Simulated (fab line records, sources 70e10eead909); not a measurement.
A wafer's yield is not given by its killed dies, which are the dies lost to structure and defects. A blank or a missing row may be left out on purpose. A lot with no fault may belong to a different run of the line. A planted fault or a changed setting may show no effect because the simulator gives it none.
fab line records | flow nand-harc
record: lots: 6 wafers: 18 last-day: 33
route steps=1302 shown A_STAIRCASE@776 A_SGD_CUT@904 END@1302
lots that met no fault: from a run of the same line without faults
start-h: hours from the record's first day to the start of the lot's first wafer shown | wait-h: how many hours have passed since the lot's step before this one | " the same as in the row above | L1.1+2: one row covering several wafers at once | - no value, or no start given | * or withheld: withheld | < > ~ a bound
route shown NAME@n: names a module that has steps shown in the file, with the first one's number in the route | usual: the fault-free wafers' mean and standard deviation | same: alike in all rows | chamber/n: place in a boat | sites: readings site by site | _std_site: their standard deviation | _edge_site: outer sites' mean less inner sites' | radius-mm: for every site, how far away it sits from the centre of the wafer | mask NAME#n: copy n | behind: tool/chamber where the wafer was last shaped | hold: the reason the lot was held/the length of the hold in hours/how it ended | device: whichever transistor did not switch (one of n, p or np) | end of line: the tests these same wafers got at the end of their route | for a step that has no rows: nothing shown but its recipe | killed: the dies lost at the first sort to structure and to defects; this is not the yield of the wafer | map: shows each die of a wafer: x if killed, . if not, _ if none is there
set.NAME: the setting that was run; set.NAME@STEP: the one run at that earlier step | model.NAME: the simulator's own value behind a step, which no gauge read
lots at some steps of the route; a table a step, a row a wafer
services: the hour from which a tool's chamber was out of use, counted from the record's first day as start-h (under 0 if before that day), plus the number of hours and why
== steps ==
step: NHARC_A_STAIRCASE_COAT_262
recipe: spin-rpm: 1200
step: NHARC_A_STAIRCASE_SOFTBAKE_263
recipe: temp-c: 135 time-s: 170
step: NHARC_A_STAIRCASE_EBR_264
step: NHARC_A_STAIRCASE_EXPOSE_265
recipe: na: 0.5 dose-mj: 25.01 mask-id: CHOP_200
step: NHARC_A_STAIRCASE_PEB_266
recipe: peb-temp-c: 115 peb-time-s: 130
step: NHARC_A_STAIRCASE_DEVELOP_267
recipe: time-s: 140
step: NHARC_A_STAIRCASE_HARDBAKE_269
recipe: temp-c: 120 time-s: 140
step: NHARC_A_STAIRCASE_DESCUM_270
recipe: time-s: 3 o2-flow-sccm: 200 ar-flow-sccm: 0 bias-power-w: 0 chemistry: O2
usual: drypump-motor-current-A: 5.9/0.42 oes-product-au: 1.003/0.009 rf-vpp-V: 57.8/0.98 showerhead-plenum-p-Torr: 1.93/0.1 throttle-valve-pct: 11.310/0.0094
columns lot.wafer tool chamber start-h wait-h drypump-motor-current-A oes-product-au rf-hours-counter-h rf-vpp-V showerhead-plenum-p-Torr throttle-valve-pct
L545.1 rie-diel-01 1 396.14 - 5.6 1.004 2 57.6 1.78 11.307
L545.3 " 3 " " 6.6 1.006 2 56.6 1.84 11.316
L545.2 " 0 " " 5.4 0.995 3 57.3 2.06 11.313
L551.1 rie-diel-01 2 453.63 - 5.7 0.992 19 58.1 2.02 11.296
L551.3 " 0 " " 5.3 0.992 21 58.1 2.05 11.310
L551.6 " 1 " " 5.6 0.998 - 57.9 1.78 11.315
L552.3 rie-diel-01 0 474.84 - 5.4 1.001 28 59.4 2.05 11.307
L552.1 " 1 " " 5.6 1.005 28 58.2 1.78 11.321
L552.5 " 3 " " 6.6 1.001 - 58.2 1.83 11.321
L556.1 rie-diel-06 2 513.45 - 5.3 1.014 8 57.3 1.82 11.317
L556.2 " 3 " " 5.4 1.011 4 58.6 1.83 11.308
L556.5 " 1 " " 5.9 0.999 - 58.1 2.07 11.310
L557.4 rie-diel-06 3 519.72 - 5.4 1.010 6 58.7 1.83 11.313
L557.3 " 2 " " 5.3 1.014 10 57.3 1.82 11.318
L557.5 " 0 " " 6.5 1.024 - 57.8 1.96 11.306
L565.4 rie-diel-01 0 609.45 - 5.3 0.997 11 59.3 2.04 11.315
L565.3 " 1 " " 5.6 0.992 10 57.4 2.07 11.298
L565.6 " 0 " " 5.3 0.999 - 57.6 2.04 11.301
step: NHARC_A_STAIRCASE_ETCH_271
recipe: cf4-flow-sccm: 100 chf3-flow-sccm: 30 ar-flow-sccm: 0 rf-w: 500 bias-w: 200 chemistry: CF4/CHF3
step: NHARC_A_STAIRCASE_HM_OPEN_457
recipe: o2-flow-sccm: 400 cos-flow-sccm: 20 ar-flow-sccm: 0 rf-w: 500 bias-w: 300 chemistry: O2/COS
step: NHARC_A_STAIRCASE_STRIP_458
recipe: o2-flow-sccm: 400 cos-flow-sccm: 20 ar-flow-sccm: 0 bias-w: 0 chemistry: O2/COS
step: NHARC_A_STAIRCASE_ETCH_451
recipe: target-depth-a: 300 overetch-a: 30 time-s: 16.5 ion-energy-ev: 100 cf4-flow-sccm: 80 o2-flow-sccm: 20 ar-flow-sccm: 0 rf-w: 300 bias-w: 100 chemistry: CF4/O2
usual: drypump-motor-current-A: 5.8/0.43 oes-product-au: 1.001/0.0081 rf-vpp-V: 198.2/1.7 showerhead-plenum-p-Torr: 1.35/0.069 throttle-valve-pct: 13.397/0.0083
columns lot.wafer tool chamber start-h wait-h drypump-motor-current-A oes-product-au rf-hours-counter-h rf-vpp-V showerhead-plenum-p-Torr throttle-valve-pct
L545.3 rie-diel-01 2 396.89 - 5.8 1.003 2 199.9 1.41 13.411
L545.1 " 0 " " 5.3 1.005 3 199.8 1.43 13.387
L545.2 " 1 " " 5.6 1.004 2 195.5 1.25 13.388
L551.1 rie-diel-01 0 454.19 - 5.4 0.981 21 198.9 1.43 13.396
L551.3 " 3 " " 6.5 1.005 21 196.5 1.28 13.400
L551.6 " 0 " " 5.4 0.998 - 201.9 1.43 13.397
L552.3 rie-diel-01 0 475.38 - 5.4 0.986 29 198.9 1.43 13.395
L552.1 " 1 " " 5.6 0.991 28 195.7 1.24 13.405
L552.5 " 3 " " 6.6 0.999 - 196.0 1.28 13.391
L556.2 rie-diel-06 3 514.12 - 5.4 1.017 4 195.4 1.28 13.383
L556.1 " 1 " " 5.9 0.984 8 201.7 1.44 13.401
L556.5 " 3 " " 5.4 1.026 - 196.8 1.28 13.390
L557.3 rie-diel-06 1 520.26 - 5.9 0.990 10 200.7 1.44 13.400
L557.4 " 2 " " 5.3 1.005 10 195.6 1.27 13.398
L557.5 " 2 " " 5.3 1.007 - 195.4 1.27 13.391
L565.4 rie-diel-01 3 609.99 - 6.5 0.996 14 194.1 1.27 13.409
L565.3 " 1 " " 5.6 0.989 10 199.7 1.44 13.412
L565.6 " 0 " " 5.3 0.992 - 201.3 1.42 13.419
step: NHARC_A_STAIRCASE_ETCH_273
recipe: target-depth-a: 1.02e+05 time-s: 2468.6 ion-energy-ev: 800 c4f8-flow-sccm: 80 o2-flow-sccm: 60 ar-flow-sccm: withheld rf-w: 600 bias-w: 3000 chemistry: C4F8/O2/Ar
step: NHARC_A_STAIRCASE_STRIP_274
recipe: o2-flow-sccm: 500 ar-flow-sccm: 0 bias-w: 0 chemistry: O2
step: NHARC_A_STAIRCASE_STRIP_275
recipe: time-s: 900 temp-c: 130 chemistry: SPM
step: NHARC_A_STAIRCASE_PRECLEAN_276
recipe: time-s: * temp-c: 50 bath-age-min: 0 chemistry: SC1
step: NHARC_A_STAIRCASE_SRD_277
step: NHARC_A_STAIRCASE_HM_DEP_459
recipe: target-thk-a: 15000 temp-c: 400 material: aC
usual: throttle-valve-pct: 35.000/0.0086
columns lot.wafer tool chamber start-h wait-h throttle-valve-pct
L545.1 acl-dep-02 0 400.35 1.0 34.995
L545.2 " 0 " " 35.012
L545.3 " 0 " " 35.001
L551.1 acl-dep-01 0 456.69 0.1 35.005
L551.3 " 0 " " 35.012
L551.6 " 0 " " 34.990
L552.1 acl-dep-03 0 477.85 0.1 35.007
L552.3 " 0 " " 34.999
L552.5 " 0 " " 35.003
L556.1 acl-dep-01 0 516.77 0.2 34.999
L556.2 " 0 " " 35.003
L556.5 " 0 " " 34.996
L557.3 acl-dep-03 0 523.36 0.7 34.990
L557.4 " 0 " " 34.994
L557.5 " 0 " " 34.994
L565.3 acl-dep-01 0 613.11 0.7 34.986
L565.4 " 0 " " 34.984
L565.6 " 0 " " 35.002
step: NHARC_A_STAIRCASE_DEP_280
recipe: target-thk-a: 300 target-thk-nm: 30 temp-c: 400 pressure-torr: 3.5 flow-sccm: 200 rf-w: 350 material: SiON
step: NHARC_A_STAIRCASE_DEHYDRATE_281
recipe: temp-c: 150 time-s: 120
step: NHARC_A_STAIRCASE_HMDS_282
recipe: time-s: 30
step: NHARC_A_STAIRCASE_COAT_283
recipe: spin-rpm: 1200
step: NHARC_A_STAIRCASE_SOFTBAKE_284
recipe: temp-c: 135 time-s: 170
step: NHARC_A_STAIRCASE_EBR_285
step: NHARC_A_STAIRCASE_EXPOSE_286
recipe: na: 0.5 dose-mj: 25.01 mask-id: CHOP_100
step: NHARC_A_STAIRCASE_PEB_287
recipe: peb-temp-c: 115 peb-time-s: 130
step: NHARC_A_STAIRCASE_DEVELOP_288
recipe: time-s: 140
step: NHARC_A_STAIRCASE_HARDBAKE_290
recipe: temp-c: 120 time-s: 140
step: NHARC_A_STAIRCASE_DESCUM_291
recipe: time-s: 3 o2-flow-sccm: 200 ar-flow-sccm: 0 bias-power-w: 0 chemistry: O2
usual: drypump-motor-current-A: 5.8/0.44 oes-product-au: 1.001/0.009 rf-vpp-V: 57.7/0.97 showerhead-plenum-p-Torr: 1.93/0.11 throttle-valve-pct: 11.312/0.0097
columns lot.wafer tool chamber start-h wait-h drypump-motor-current-A oes-product-au rf-hours-counter-h rf-vpp-V showerhead-plenum-p-Torr throttle-valve-pct
L545.1 rie-diel-13 1 403.07 - 5.6 0.998 19 57.4 1.85 11.324
L545.3 " 2 " " 6.2 1.003 18 54.9 1.97 11.304
L545.2 " 0 " " 5.4 1.001 23 60.1 2.07 11.309
L551.3 rie-diel-01 2 459.43 - 5.8 0.980 21 58.6 2.02 11.309
L551.1 " 0 " " 5.3 0.990 22 58.2 2.05 11.319
L551.6 " 2 " " 5.7 0.999 - 59.3 2.02 11.315
L552.3 rie-diel-13 0 480.70 - 5.4 0.995 51 57.7 2.06 11.308
L552.1 " 2 " " 6.2 0.997 44 59.1 1.96 11.312
L552.5 " 0 " " 5.4 0.993 - 59.6 2.06 11.299
L556.2 rie-diel-01 1 519.78 - 5.6 0.998 39 57.8 1.77 11.316
L556.1 " 2 " " 5.7 0.988 37 58.2 2.01 11.330
L556.5 " 0 " " 5.4 0.991 - 58.6 2.05 11.315
L557.4 rie-diel-06 3 525.60 - 5.4 1.002 9 57.5 1.83 11.303
L557.3 " 0 " " 6.5 1.012 10 58.3 1.96 11.299
L557.5 " 2 " " 5.3 0.997 - 55.7 1.82 11.318
L565.3 rie-diel-06 3 615.27 - 5.3 1.004 33 57.1 1.82 11.318
L565.4 " 0 " " 6.5 1.015 34 57.3 1.95 11.322
L565.6 " 2 " " 5.3 1.008 - 56.1 1.81 11.322
step: NHARC_A_STAIRCASE_ETCH_292
recipe: cf4-flow-sccm: 100 chf3-flow-sccm: 30 ar-flow-sccm: 0 rf-w: 500 bias-w: 200 chemistry: CF4/CHF3
step: NHARC_A_STAIRCASE_HM_OPEN_460
recipe: o2-flow-sccm: 400 cos-flow-sccm: 20 ar-flow-sccm: 0 rf-w: 500 bias-w: 300 chemistry: O2/COS
step: NHARC_A_STAIRCASE_STRIP_461
recipe: o2-flow-sccm: 400 cos-flow-sccm: 20 ar-flow-sccm: 0 bias-w: 0 chemistry: O2/COS
step: NHARC_A_STAIRCASE_ETCH_452
recipe: target-depth-a: 300 overetch-a: 30 time-s: 16.5 ion-energy-ev: 100 cf4-flow-sccm: 80 o2-flow-sccm: 20 ar-flow-sccm: 0 rf-w: 300 bias-w: 100 chemistry: CF4/O2
step: NHARC_A_STAIRCASE_ETCH_294
recipe: target-depth-a: 49890 time-s: 1211.6 ion-energy-ev: 800 c4f8-flow-sccm: 80 o2-flow-sccm: 60 ar-flow-sccm: withheld rf-w: 600 bias-w: 3000 chemistry: C4F8/O2/Ar
usual: oes-product-au: 0.931/0.0096 rf-vpp-V: 1829/14
columns lot.wafer tool chamber start-h wait-h oes-product-au rf-hours-counter-h rf-vpp-V
L545.3 rie-diel-13 2 - - 0.924 19 1835
L545.1 " 3 " " 0.933 17 1835
L545.2 " 0 " " 0.928 24 1846
L551.1 rie-diel-01 0 - - 0.922 23 1844
L551.3 " 3 " " 0.927 22 1816
L551.6 " 0 " " 0.919 - 1844
L552.3 rie-diel-13 3 - - 0.935 43 1834
L552.1 " 0 " " 0.945 51 1844
L552.5 " 3 " " 0.934 - 1837
L556.2 rie-diel-01 3 - - 0.939 37 1817
L556.1 " 0 " " 0.913 41 1843
L556.5 " 2 " " 0.922 - 1838
L557.4 rie-diel-06 0 - - 0.945 10 1834
L557.3 " 1 " " 0.934 13 1848
L557.5 " 1 " " 0.931 - 1846
L565.3 rie-diel-06 3 - - 0.972 33 1816
L565.4 " 0 " " 0.964 35 1832
L565.6 " 1 " " 0.927 - 1845
step: NHARC_A_STAIRCASE_STRIP_295
recipe: o2-flow-sccm: 500 ar-flow-sccm: 0 bias-w: 0 chemistry: O2
usual: drypump-motor-current-A: 5.9/0.43 oes-product-au: 1.001/0.0086 rf-vpp-V: 57.9/0.97 showerhead-plenum-p-Torr: 3.56/0.18 throttle-valve-pct: 17.037/0.009
columns lot.wafer tool chamber start-h wait-h drypump-motor-current-A oes-product-au rf-hours-counter-h rf-vpp-V showerhead-plenum-p-Torr throttle-valve-pct
L545.1 rie-diel-13 1 - - 5.6 1.013 20 56.9 3.42 17.036
L545.2 " 2 " " 6.2 0.998 19 57.8 3.63 17.043
L545.3 " 3 " " 6.3 0.986 17 57.8 3.65 17.033
L551.1 rie-diel-01 0 - - 5.4 1.003 23 59.4 3.77 17.032
L551.3 " 1 " " 5.6 1.004 23 56.1 3.30 17.026
L551.6 " 3 " " 6.6 1.006 - 58.4 3.39 17.026
L552.3 rie-diel-13 0 - - 5.4 0.998 51 57.1 3.78 17.049
L552.1 " 1 " " 5.7 0.991 45 58.4 3.40 17.052
L552.5 " 2 " " 6.3 0.996 - 57.6 3.61 17.038
L556.1 rie-diel-01 1 - - 5.6 0.997 40 56.6 3.29 17.036
L556.2 " 2 " " 5.8 0.988 38 58.7 3.70 17.039
L556.5 " 1 " " 5.6 0.996 - 56.7 3.29 17.033
L557.4 rie-diel-06 1 - - 5.9 0.996 14 57.3 3.80 17.049
L557.3 " 3 " " 5.4 1.010 9 58.7 3.38 17.034
L557.5 " 1 " " 5.9 1.006 - 57.9 3.80 17.048
L565.3 rie-diel-06 1 - - 5.9 1.010 42 58.3 3.78 17.041
L565.4 " 2 " " 5.3 1.024 42 56.4 3.35 17.030
L565.6 " 3 " " 5.4 1.020 - 57.1 3.36 17.043
step: NHARC_A_STAIRCASE_STRIP_296
recipe: time-s: 900 temp-c: 130 chemistry: SPM
step: NHARC_A_STAIRCASE_PRECLEAN_297
recipe: time-s: * temp-c: 50 bath-age-min: 0 chemistry: SC1
step: NHARC_A_STAIRCASE_SRD_298
step: NHARC_A_SGD_CUT_DESCUM_14
recipe: time-s: 3 o2-flow-sccm: 200 ar-flow-sccm: 0 bias-power-w: 0 chemistry: O2
usual: drypump-motor-current-A: 5.8/0.41 oes-product-au: 0.998/0.0081 rf-vpp-V: 57.8/0.84 showerhead-plenum-p-Torr: 1.87/0.054 throttle-valve-pct: 11.311/0.0088
columns lot.wafer tool chamber start-h wait-h hold drypump-motor-current-A oes-product-au rf-hours-counter-h rf-vpp-V showerhead-plenum-p-Torr throttle-valve-pct
L545.1 rie-diel-09 2 459.17 0.1 - 6.3 0.999 9 58.5 1.81 11.312
L545.3 " 3 " " - 5.7 1.000 10 59.2 1.81 11.314
L545.2 " 0 " " - 5.5 0.999 10 57.3 1.92 11.283
L551.1 rie-diel-02 3 521.04 4.1 await-dispo/4.1h/release 6.2 0.999 7 56.5 1.81 11.303
L551.3 " 1 " " await-dispo/4.1h/release 5.2 0.999 7 57.6 1.96 11.299
L551.6 " 3 " " await-dispo/4.1h/release 6.2 1.002 - 57.6 1.81 11.301
L552.1 rie-diel-09 2 549.02 2.6 await-dispo/2.6h/release 6.3 1.006 4 57.4 1.80 11.313
L552.3 " 3 " " await-dispo/2.6h/release 5.7 1.003 5 56.8 1.81 11.324
L552.5 " 2 " " await-dispo/2.6h/release 6.3 1.009 - 57.0 1.80 11.309
L556.1 rie-diel-09 3 576.81 0.1 - 5.7 0.999 6 57.7 1.81 11.305
L556.2 " 1 " " - 6.2 1.003 5 56.9 1.95 11.315
L556.5 " 1 " " - 6.2 1.001 - 59.0 1.95 11.306
L557.3 rie-diel-09 1 584.91 0.1 - 6.2 0.995 7 57.3 1.95 11.315
L557.4 " 3 " " - 5.7 1.002 8 56.1 1.81 11.307
L557.5 " 1 " " - 6.2 1.001 - 59.0 1.95 11.314
L565.3 rie-diel-02 0 669.09 0.1 - 5.5 0.990 4 57.9 1.88 11.322
L565.4 " 1 " " - 5.2 0.991 - 58.9 1.96 11.301
L565.6 " 3 " " - 6.2 0.994 - 58.7 1.81 11.315
step: NHARC_END_SORT_01
recipe: temp-c: 25
usual: killed-at-array: 58/20 killed-at-other: 0.9/1.4 killed-at-periphery: 4/3.1 killed-dies: 63/20 killed-open: 3.3/1.8 killed-short: 2.4/1.5
same: gross-dies: 677
columns lot.wafer tool chamber start-h wait-h killed-at-array killed-at-other killed-at-periphery killed-dies killed-open killed-short
L551.1 prober-01 0 662.47 2.5 133 1 9 143 2 2
L551.3 prober-01 0 664.07 3.1 139 0 6 145 4 2
L551.6 prober-01 0 666.46 4.0 124 0 12 136 7 1
L552.1 prober-01 0 696.84 2.5 139 1 2 142 7 5
L552.3 prober-01 0 698.42 3.1 137 0 0 137 1 4
L552.5 prober-01 0 700.00 3.6 114 0 1 115 1 2
killed by level:class
L551.1 A_STAIRCASE:unspecified=77 A_CHANNEL_HOLE_D1:chamber-film-flake=21 A_SLIT:chamber-film-flake=17 A_CHANNEL_HOLE_D2:chamber-film-flake=14 P_CONTACT:chamber-film-flake=4 P_STI:chamber-film-flake=2 P_M1:chamber-film-flake=2 P_STI:geometric-particle:open=1
L551.3 A_STAIRCASE:unspecified=52 A_SLIT:chamber-film-flake=33 A_CHANNEL_HOLE_D1:chamber-film-flake=26 A_CHANNEL_HOLE_D2:chamber-film-flake=13 P_CONTACT:chamber-film-flake=3 A_M1:chamber-film-flake=3 P_M1:chamber-film-flake=2 A_CHANNEL_FILL_D2:chamber-film-flake=2
L551.6 A_STAIRCASE:unspecified=69 A_CHANNEL_HOLE_D1:chamber-film-flake=29 A_SLIT:chamber-film-flake=15 P_CONTACT:chamber-film-flake=6 A_CHANNEL_HOLE_D2:chamber-film-flake=3 P_STI:chamber-film-flake=2 P_GATE:geometric-particle:open=1 P_CONTACT:geometric-particle:open=1
L552.1 A_STAIRCASE:unspecified=66 A_SLIT:chamber-film-flake=30 A_CHANNEL_HOLE_D1:chamber-film-flake=23 A_CONTACT:chamber-film-flake=7 A_M0:geometric-particle:open=2 P_M2:geometric-particle:short=1 A_ONON_D1:geometric-particle:open=1 A_ONON_D1:geometric-particle:short=1
L552.3 A_STAIRCASE:unspecified=67 A_CHANNEL_HOLE_D1:chamber-film-flake=39 A_SLIT:chamber-film-flake=18 A_CONTACT:chamber-film-flake=4 A_CHANNEL_FILL_D1:geometric-particle:short=1 A_ONON_D2:geometric-particle:short=1 A_CHANNEL_FILL_D2:geometric-particle:short=1 A_WL_FILL:geometric-particle:open=1
L552.5 A_STAIRCASE:unspecified=52 A_CHANNEL_HOLE_D1:chamber-film-flake=35 A_SLIT:chamber-film-flake=16 A_CONTACT:chamber-film-flake=4 A_STAIRCASE:chamber-film-flake=2 A_CHANNEL_HOLE_D2:geometric-particle:open=1 A_CHANNEL_FILL_D2:geometric-particle:short=1 A_WL_FILL:geometric-particle:short=1
map L551.3 (x killed, . not)
____________.____________
_________......._________
_______..x........_______
______.............______
_____..............._____
____.....x.......x...____
____.................____
___x..x...............___
___xx.xx.......x.x....___
__.xxxxxx..............__
__..xxxx....xx.........__
_x.xxxxx...........x...._
_..xxxxx................_
_xx..xx.......x........._
_x.xx.xx.........x......_
_x..x.x...........x....._
xxx.xxx..............x...
xxxxxx.x.............x...
xxxxxx........x..........
x....x..........x........
x.x..x...................
_xxxxx.................._
_..x...xx....x.........._
_xx....................._
_..x...................._
_x............x........._
__..........x..........__
__.....................__
___.........xxxx......___
___........xxxxxx.....___
____........xxxxxx...____
____..x.....xxxxxx...____
_____.....xxxxxxxxx._____
______....xxxxxxxx.______
_______...x.xxxxxx_______
_________...xxxx_________
____________x____________
map L552.1 (x killed, . not)
____________.____________
_________......x_________
_______..........._______
______.............______
_____..............._____
____.................____
____.................____
___xxx.x..............___
___...xx.......x...x..___
__xx.xxxx..............__
__xxxxxxx......xx..xxx.__
_.x.xxx........xxxx.x..._
_..x.xxx.........xxxxxx._
_.xx.xx........xxxxxxx.._
_xxxxxxx........xxxxxx.._
_x.xx...........xxxxxxx._
..xxxx........x.xxxxxxxx.
xxxxx.x.........xxxxxx...
.xx.............xxxxxxx..
.x.xx............xxxx....
....x............x....x..
_..............x.....x.._
_..................x...._
_.............x........._
_.............x........._
_..x.......x............_
__.....x...............__
__x............x.......__
___x.........x........___
___.....x.............___
____................x____
____......x..x.......____
_____..............._____
______......xx.....______
_______..........._______
_________......._________
____________.____________
== services ==
columns tool chamber start-h hours kind
rie-diel-01 - 382.39 9.0 pm
rie-diel-13 1 384.78 2.4 repair
rie-diel-02 - 393.70 9.0 pm
rie-diel-06 - 419.89 0.2 repair
rie-diel-09 2 465.29 9.3 repair
rie-diel-01 3 481.29 5.7 repair
acl-dep-03 - 481.58 13.0 pm
rie-diel-06 - 484.56 9.0 pm
rie-diel-02 2 488.45 3.1 repair
rie-diel-06 3 493.93 7.9 repair
rie-diel-09 - 494.80 1.2 repair
rie-diel-09 - 497.49 9.0 pm
rie-diel-13 - 519.00 9.0 pm
rie-diel-13 3 528.26 14.9 repair
acl-dep-01 - 552.62 13.0 pm
rie-diel-01 - 559.39 9.0 pm
rie-diel-09 0 564.28 19.4 repair
rie-diel-01 - 608.42 0.3 repair
rie-diel-09 1 632.50 1.7 repair
rie-diel-09 - 645.17 3.3 repair
rie-diel-01 0 647.59 3.6 repair
rie-diel-09 1 663.13 7.1 repair
rie-diel-06 - 663.29 9.0 pm
rie-diel-01 - 668.54 0.6 repair
== key ==
first-sign: step: NHARC_END_SORT_01 reading: killed-at-array direction: up sigmas: 3.7 usual: 58 struck: 131
effect: step: NHARC_END_SORT_01 reading: killed-dies direction: up sigmas: 3.7 usual: 63 struck: 136
more-kills-born-at: NHARC_A_STAIRCASE_ETCH_451@rie-diel-01: 382
met-at NHARC_A_STAIRCASE_ETCH_451
struck-wafers L551.1,L551.3,L551.6,L552.1,L552.3,L552.5
tester-left-out L551,L552
onset-between 396.89 454.19
fault: kind: chamber-particle-source tool: rie-diel-01 chamber: - onset-h: 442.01 steps: NHARC_A_STAIRCASE_ETCH_451 rate-per-visit-cm2: 0.42893 end-h: 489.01
tester-left-out: of these lots the tester's yield and bins aren't shown, on N5 and GAA mostly nor the transistor test; their killed dies are dies lost to structure and defects alone, not to doping, threshold or leakage, so they don't give the yield
